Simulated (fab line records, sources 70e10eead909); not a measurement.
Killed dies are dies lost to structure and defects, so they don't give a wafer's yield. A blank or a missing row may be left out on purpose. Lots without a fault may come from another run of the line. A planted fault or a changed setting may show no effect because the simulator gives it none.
Which tool did it? | flow nand_harc | 12 lots, 36 wafers sampled, at 6 steps of a route of 1302

WHAT THE GAUGES READ, wafer by wafer
NHARC_P_BONDPAD_OVL_MEAS_38.
lot  | measured     | on         | overlay_x_nm (nm) | overlay_y_nm (nm)
L654 | day 6 23:52  | overlay-01 | -1 -1 -1          | 3 3 3
L655 | day 7 07:44  | overlay-02 | 6 6 6             | -6 -6 -6
L656 | day 8 08:42  | overlay-02 | 4 4 4             | 0 0 0
L661 | day 10 02:39 | overlay-02 | 5 4 5             | -11 -11 -11
L663 | day 10 18:29 | overlay-02 | 5 5 5             | 2 2 2
L667 | day 12 19:58 | overlay-01 | 7 6 7             | 4 4 4
L670 | day 13 23:17 | overlay-01 | 2 2 2             | -3 -3 -4
L671 | day 14 03:04 | overlay-02 | 1 1 1             | 2 2 1
L672 | day 14 09:44 | overlay-02 | 1 1 1             | 12 13 12
L674 | day 15 07:10 | overlay-02 | 10 10 10          | -6 -6 -6
L675 | day 15 19:13 | overlay-01 | -1 -1 0           | -2 -2 -2
L676 | day 16 00:52 | overlay-02 | 0 -1 0            | -15 -14 -14

NHARC_END_SORT_01.
lot  | measured     | on        | defect_limited_yield (%) | killed_at_array | killed_at_other | killed_at_periphery | killed_dies | killed_open | killed_short
L661 | day 28 07:07 | prober-02 | 76 80 77                 | 54 49 53        | 2 4 2           | 105 80 104          | 161 133 159 | 1 4 2       | 2 3 2
L663 | day 28 19:11 | prober-02 | 72 71 71                 | 86 95 88        | 0 0 0           | 106 101 110         | 192 196 198 | 3 0 0       | 4 4 2

WHICH TOOL RAN EACH LOT (tool, then ch and the chambers of the sampled wafers, then the start)
lot  | NHARC_P_BONDPAD_DEP_00          | NHARC_P_BONDPAD_PVD_27                  | NHARC_P_BONDPAD_CMP_19        | NHARC_P_BONDPAD_ACTIVATE_29
L654 | pecvd-03 ch 1, day 6 22:37      | pvd_sputter-01, day 7 02:01 or earlier  | cmp-04 ch 2,3, day 7 02:01    | rie_diel-04 ch 0,2,3, day 7 02:36
L655 | pecvd-01 ch 0,1, day 7 06:28    | pvd_sputter-03, day 7 10:01 or earlier  | cmp-04 ch 0,1,3, day 7 10:01  | rie_diel-04 ch 0,1, day 7 10:33
L656 | pecvd-01 ch 1,2, day 8 07:28    | pvd_sputter-01, day 8 10:55 or earlier  | cmp-02 ch 0,1,2, day 8 10:55  | rie_diel-06 ch 0,2,3, day 8 11:28
L661 | pecvd-01 ch 0,1, day 10 01:31   | pvd_sputter-01, day 10 04:52 or earlier | cmp-02 ch 0,3, day 10 04:52   | rie_diel-05 ch 1,2, day 10 08:09
L663 | pecvd-01 ch 1,2, day 10 17:13   | pvd_sputter-03, day 10 20:40 or earlier | cmp-02 ch 1,2,3, day 10 20:40 | rie_diel-04 ch 0,1,3, day 11 05:55
L667 | pecvd-03 ch 1,2, day 12 18:38   | pvd_sputter-01, day 12 22:06 or earlier | cmp-04 ch 0,1,3, day 12 22:06 | rie_diel-04 ch 1,2,3, day 12 22:42
L670 | pecvd-03 ch 1,2, day 13 21:58   | pvd_sputter-03, day 14 01:32 or earlier | cmp-02 ch 0,2,3, day 14 01:32 | rie_diel-05 ch 0,2, day 14 02:07
L671 | pecvd-04 ch 0,2, day 14 01:46   | pvd_sputter-02, day 14 05:19 or earlier | cmp-01 ch 0,2,3, day 14 05:19 | rie_diel-04 ch 0,1,3, day 14 05:54
L672 | pecvd-03 ch 0,1,2, day 14 08:25 | pvd_sputter-01, day 14 11:52 or earlier | cmp-02 ch 1,2, day 14 11:52   | rie_diel-06 ch 1,2, day 14 12:29
L674 | pecvd-04 ch 0,1,2, day 15 05:49 | pvd_sputter-02, day 15 09:20 or earlier | cmp-04 ch 0,2,3, day 15 09:20 | rie_diel-05 ch 0,1,2, day 15 09:53
L675 | pecvd-03 ch 0,1,2, day 15 18:01 | pvd_sputter-02, day 15 21:24 or earlier | cmp-04 ch 1,2,3, day 15 21:24 | rie_diel-06 ch 0,2,3, day 15 22:01
L676 | pecvd-01 ch 0,1, day 15 23:38   | pvd_sputter-01, day 16 03:10 or earlier | cmp-02 ch 1,2, day 16 03:10   | rie_diel-05 ch 0,1, day 16 03:47
- NHARC_P_BONDPAD_DEP_00: deposits SiCN, target thk 250 nm.
- NHARC_P_BONDPAD_PVD_27: deposits Cu, target thk 30 nm, time 20.49 s.
- NHARC_P_BONDPAD_CMP_19: polishes, t overpolish 30 s, cu recess touch 16 s, target thk 160.81 nm.
- NHARC_P_BONDPAD_ACTIVATE_29: chemistry N2, time 60 s.

WHAT THE TOOLS THEMSELVES READ (means of the sampled wafers that have a number; where no wafer has one, the mark that the record gives instead)
NHARC_P_BONDPAD_DEP_00.
lot  | tool     | heater_power_w (W) | rf_fwd_power_W (W)
L654 | pecvd-03 | 491                | 449.1
L655 | pecvd-01 | 601                | 448.6
L656 | pecvd-01 | 565                | 449.1
L661 | pecvd-01 | 583                | 449.0
L663 | pecvd-01 | 557                | 450.1
L667 | pecvd-03 | 611                | 448.8
L670 | pecvd-03 | 552                | 449.7
L671 | pecvd-04 | 450                | 449.4
L672 | pecvd-03 | 542                | 448.5
L674 | pecvd-04 | 508                | 449.4
L675 | pecvd-03 | 568                | 448.9
L676 | pecvd-01 | 592                | 448.6

NHARC_P_BONDPAD_PVD_27.
lot  | tool           | throttle_valve_pct (%)
L654 | pvd_sputter-01 | 31.0
L655 | pvd_sputter-03 | 31.3
L656 | pvd_sputter-01 | 31.9
L661 | pvd_sputter-01 | 31.3
L663 | pvd_sputter-03 | 29.3
L667 | pvd_sputter-01 | 31.0
L670 | pvd_sputter-03 | 30.5
L671 | pvd_sputter-02 | 29.9
L672 | pvd_sputter-01 | 31.1
L674 | pvd_sputter-02 | 29.9
L675 | pvd_sputter-02 | 30.2
L676 | pvd_sputter-01 | 30.7

NHARC_P_BONDPAD_CMP_19.
lot  | tool   | motor_current_A (A) | overpolish_run_s (s)
L654 | cmp-04 | 11.5                | 30.000
L655 | cmp-04 | 11.9                | 29.988
L656 | cmp-02 | 11.9                | 30.004
L661 | cmp-02 | 9.8                 | 30.007
L663 | cmp-02 | 12.1                | 30.005
L667 | cmp-04 | 11.6                | 29.991
L670 | cmp-02 | 10.8                | 29.996
L671 | cmp-01 | 11.9                | 30.004
L672 | cmp-02 | 12.7                | 29.996
L674 | cmp-04 | 11.9                | 29.998
L675 | cmp-04 | 11.8                | 30.001
L676 | cmp-02 | 12.3                | 29.999

NHARC_P_BONDPAD_ACTIVATE_29.
lot  | tool        | drypump_motor_current_A (A) | oes_product_au (a.u.) | rf_vpp_V (V) | showerhead_plenum_p_Torr (Torr)
L654 | rie_diel-04 | 5.3                         | 1.010                 | 64.3         | 1.77
L655 | rie_diel-04 | 5.9                         | 1.018                 | 63.6         | 1.74
L656 | rie_diel-06 | 5.8                         | 1.000                 | 64.1         | 1.72
L661 | rie_diel-05 | 5.7                         | 1.022                 | 63.9         | 1.68
L663 | rie_diel-04 | 5.6                         | 1.020                 | 64.1         | 1.74
L667 | rie_diel-04 | 5.2                         | 1.000                 | 64.7         | 1.77
L670 | rie_diel-05 | 5.6                         | 1.003                 | 63.0         | 1.68
L671 | rie_diel-04 | 5.5                         | 1.008                 | 63.4         | 1.74
L672 | rie_diel-06 | 5.8                         | 0.990                 | 63.2         | 1.74
L674 | rie_diel-05 | 5.6                         | 1.002                 | 63.7         | 1.70
L675 | rie_diel-06 | 5.8                         | 0.993                 | 64.5         | 1.72
L676 | rie_diel-05 | 5.5                         | 1.011                 | 63.7         | 1.73

THE ANSWER, worked out from the rows above alone
Rule: what is usual is taken from the lots themselves. Put in order of their means at a reading, lots are off if they are a third of the lots or fewer, leave a main group of 4 or more, and stand apart from it by a gap of 3 or more times the standard deviation of the main group's means; of several such gaps the widest counts. A main group whose means are all the same, to the digits that the tables above print for the reading, isn't used. A lot without any number at a reading at which 4 lots or more have one is off too. The other lots that the step has rows for count as sound. The gauges are gone through in route order, then the tools' own readings, and for those a lot's mean is taken as printed above. The first step at which some lot is off is used, and at that step the reading that is off furthest; a lot without a number counts as furthest.
No lot is off at any reading shown: from this, nothing can be told.

WHAT THE SIMULATOR HAD PUT IN
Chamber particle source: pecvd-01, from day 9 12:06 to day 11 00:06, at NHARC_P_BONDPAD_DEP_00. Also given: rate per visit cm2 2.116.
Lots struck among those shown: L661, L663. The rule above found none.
